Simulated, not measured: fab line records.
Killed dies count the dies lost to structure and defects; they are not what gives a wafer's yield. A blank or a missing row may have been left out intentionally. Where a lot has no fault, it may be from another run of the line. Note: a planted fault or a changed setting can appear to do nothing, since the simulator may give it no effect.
Split-lot experiment -- flow n5 finfet -- route with 1938 steps; 7 lots, 39 wafers read

## SPLIT DETAILS
At N5_SD_EPI_P_ETCH_36 (etches SiARC in CF4, target depth 45.5 nm, time 75.8 s), the setting bias w was moved away from the recipe's 36 W on 18 of the 39 wafers read, by -15.6% to +18.3%. The other wafers ran this setting at the recipe's value.

The reading is taken at the split's own step.

## THE READING
rf vpp V, in V, at N5_SD_EPI_P_ETCH_36 (etches SiARC in CF4, target depth 45.5 nm, time 75.8 s). Fault-free wafers of this fab line usually give 184.3 V, standard deviation 1.2 V.

wafer,"tool, chamber at the split","bias w as run, W",against the recipe,"rf vpp V, V",against lot-mates on the recipe
L075.1,"rie diel-03, 1",36,recipe,185.7,-
L075.2,"rie diel-03, 2",36,recipe,184.8,-
L075.3,"rie diel-03, 0",36,recipe,184.7,-
L076.1,"rie diel-04, 2",41.27,+14.6%,200.9,+18.3
L076.2,"rie diel-04, 1",41.27,+14.6%,201.4,+18.8
L076.3,"rie diel-04, 3",36,recipe,184.2,-
L076.4,"rie diel-04, 0",36,recipe,180.5,-
L076.5,"rie diel-04, 2",41.27,+14.6%,201.6,+19.0
L076.6,"rie diel-04, 3",36,recipe,183.1,-
L079.1,"rie diel-02, 3",42.58,+18.3%,203.6,+19.8
L079.2,"rie diel-02, 0",36,recipe,183.6,-
L079.3,"rie diel-02, 2",36,recipe,184.1,-
L079.4,"rie diel-02, 1",36,recipe,183.8,-
L079.5,"rie diel-02, 2",42.58,+18.3%,205.5,+21.7
L079.6,"rie diel-02, 1",42.58,+18.3%,207.0,+23.2
L080.1,"rie diel-02, 1",36,recipe,186.8,-
L080.2,"rie diel-02, 0",30.37,-15.6%,165.9,-20.0
L080.3,"rie diel-02, 2",36,recipe,184.6,-
L080.4,"rie diel-02, 3",30.37,-15.6%,163.9,-22.0
L080.5,"rie diel-02, 0",36,recipe,186.3,-
L080.6,"rie diel-02, 1",30.37,-15.6%,166.1,-19.8
L082.1,"rie diel-02, 0",31.95,-11.3%,172.0,-12.0
L082.2,"rie diel-02, 2",31.95,-11.3%,171.5,-12.5
L082.3,"rie diel-02, 3",36,recipe,182.5,-
L082.4,"rie diel-02, 1",36,recipe,185.2,-
L082.5,"rie diel-02, 3",36,recipe,184.3,-
L082.6,"rie diel-02, 0",31.95,-11.3%,171.2,-12.8
L095.1,"rie diel-02, 1",36,recipe,182.6,-
L095.2,"rie diel-02, 2",33.42,-7.2%,176.6,-8.0
L095.3,"rie diel-02, 3",36,recipe,184.3,-
L095.4,"rie diel-02, 0",33.42,-7.2%,175.2,-9.4
L095.5,"rie diel-02, 1",33.42,-7.2%,176.3,-8.3
L095.6,"rie diel-02, 2",36,recipe,186.9,-
L097.1,"rie diel-02, 2",36,recipe,183.2,-
L097.2,"rie diel-02, 1",30.92,-14.1%,166.1,-18.1
L097.3,"rie diel-02, 3",36,recipe,183.1,-
L097.4,"rie diel-02, 0",30.92,-14.1%,169.2,-15.0
L097.5,"rie diel-02, 1",30.92,-14.1%,167.5,-16.7
L097.6,"rie diel-02, 0",36,recipe,186.2,-

THE FIT
A straight line over all 39 wafers: rf vpp V changes by +1.17 V for each +1% of bias w; r = +0.99; the points scatter about the line by 1.3 V.
The same after taking each lot's own level away (the mean of its wafers on the recipe; 39 wafers): +1.22 V for each +1%; r = +0.99; scatter 1.3 V.
Per that fit: largest bias w move, reading shift of 22 V.
The lots' own levels span 182.60 to 185.90 V, that is 2.8 times the standard deviation above.
Consequently the slope shifts little with the lot-to-lot level, the two slopes agreeing.
Check: with one of the wafers moved furthest among these (+18.3%) left out of the fit, the line predicts +22.7 V for it against its lot-mates. It came out at +19.8 V against them.
Tool readings at the split's step, against how far the setting was moved: rf vpp V r = +0.99.

## THESE WAFERS: OTHER SPLITS
Before the reading, these wafers also passed through other splits. Each is held against what the fit with the lots' levels taken away leaves over:
other split on the same wafers,wafers away from the commonest value,r with rf vpp V (lot level and that fit taken away)
N5_FIN_SAQP_ETCH_52 source w,12,+0.06
N5_FIN_SAQP_SPACER2_ALD_28 target thk a,9,+0.09
N5_FIN_CUT_CUT_ETCH_26 time s,18,-0.02
N5_DUMMY_GATE_EXPOSE_12 dose mj,9,-0.04
N5_DUMMY_GATE_ETCH_37 source w,12,-0.20

## FILE'S OWN FIT
rf vpp V changes by +1.22 V for each +1% of bias w, r = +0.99.
